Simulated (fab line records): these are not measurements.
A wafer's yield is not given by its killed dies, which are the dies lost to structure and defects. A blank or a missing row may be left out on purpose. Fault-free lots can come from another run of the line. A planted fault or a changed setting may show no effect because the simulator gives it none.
A single fault, viewed from 3 desks	flow nand_harc	numbers are kept per desk, each desk with only its own; the story behind them comes last

METROLOGY DESK
What the gauges read for every lot (on any tool): the sampled wafers with a number, averaged. Any lot whose mean is over 4 standard deviations away from the usual mean is out of limits and marked OUT; that distance is given in the brackets.
Columns: A = overlay_x_nm at NHARC_P_M1_OVL_MEAS_10, usual 0.0 nm; B = overlay_y_nm at NHARC_P_M1_OVL_MEAS_10, usual 0.0 nm
lot	first seen here	A	B
L833	day 6 14:32	0.2	0.1
L834	day 6 21:11	0.4	-0.7
L835	day 6 23:02	-0.7	-0.3
L840	day 9 04:03	0.6	-0.5
L842	day 10 11:33	0.1	-0.1
L845	day 11 09:45	-1.1	-0.8
L846	day 11 14:51	0.3	-0.1
L850	day 13 14:16	-1.0	-0.9
L851	day 13 19:44	-0.8	-0.2
L852	day 14 10:32	-1.0	0.3
L853	day 14 16:01	0.3	0.6
L854	day 15 01:52	0.7	-0.2
L855	day 15 10:28	0.0	0.4
L856	day 15 23:43	-0.7	0.4
This desk found nothing out of limits on any of the 14 lots.

AT THE TOOL OWNER'S DESK: litho_track-04
At NHARC_P_M1_SOFTBAKE_04 (time 55 s), the tool's own readings, given per lot that ran on this tool as the mean of the sampled wafers with a number. Any lot whose mean is over 4 standard deviations away from the usual mean is out of limits and marked OUT; that distance is given in the brackets.
Columns: A = heater_power_total_W at NHARC_P_M1_SOFTBAKE_04, usual 188.47 W
lot	first seen here	A
L834	day 6 20:00	188.46
L840	day 9 03:00	188.47
L842	day 10 11:00	185.21 (-23) OUT
L845	day 11 09:00	185.30 (-23) OUT
L851	day 13 19:00	188.40
Finding of this desk: L842, L845 out of limits; the first was L842 at day 10 11:00, on heater_power_total_W at NHARC_P_M1_SOFTBAKE_04. L834, L840, L851 stayed within limits.

THE DEFECT DESK
Inspection counts along the route, by lot: the mean over sampled wafers that carry a number. Any lot whose mean is over 4 standard deviations away from the usual mean is out of limits and marked OUT; that distance is given in the brackets.
Columns: A = raw_defect_count at NHARC_P_CONTACT_INSPECT_27, usual 319; B = raw_defect_count at NHARC_P_M1_INSPECT_11, usual 5
lot	first seen here	A	B
L833	day 6 09:29	279	6
L834	day 6 16:00	201	3
L835	day 6 17:28	252	3
L840	day 8 23:01	456	4
L842	day 10 06:37	262	1
L845	day 11 04:32	266	3
L846	day 11 09:05	256	8
L850	day 13 08:46	338	3
L851	day 13 14:41	377	7
L852	day 14 05:26	595	5
L853	day 14 11:05	327	3
L854	day 14 20:56	263	5
L855	day 15 05:23	193	13
L856	day 15 18:38	358	13
This desk found nothing out of limits on any of the 14 lots.

TAKEN TOGETHER
On L842, L845, at day 10 11:00, an alarm was possible from the tool owner's desk.
Nothing out of limits was seen by the metrology desk.
The defect desk saw nothing out of limits.
The metrology desk holds a record of L842, L845, inside its limits.
The defect desk has L842, L845 on record, within its limits.
Of the lots named, all ran NHARC_P_M1_SOFTBAKE_04 on litho_track-04.

WHAT THE SIMULATOR HAD INSERTED
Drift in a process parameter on litho_track-04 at NHARC_P_M1_SOFTBAKE_04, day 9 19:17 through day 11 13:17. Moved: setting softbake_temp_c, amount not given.
Struck lots among those shown: L842, L845.
How many hours passed from the start of the fault until each desk's first out-of-limits reading: the tool owner's desk, 16.
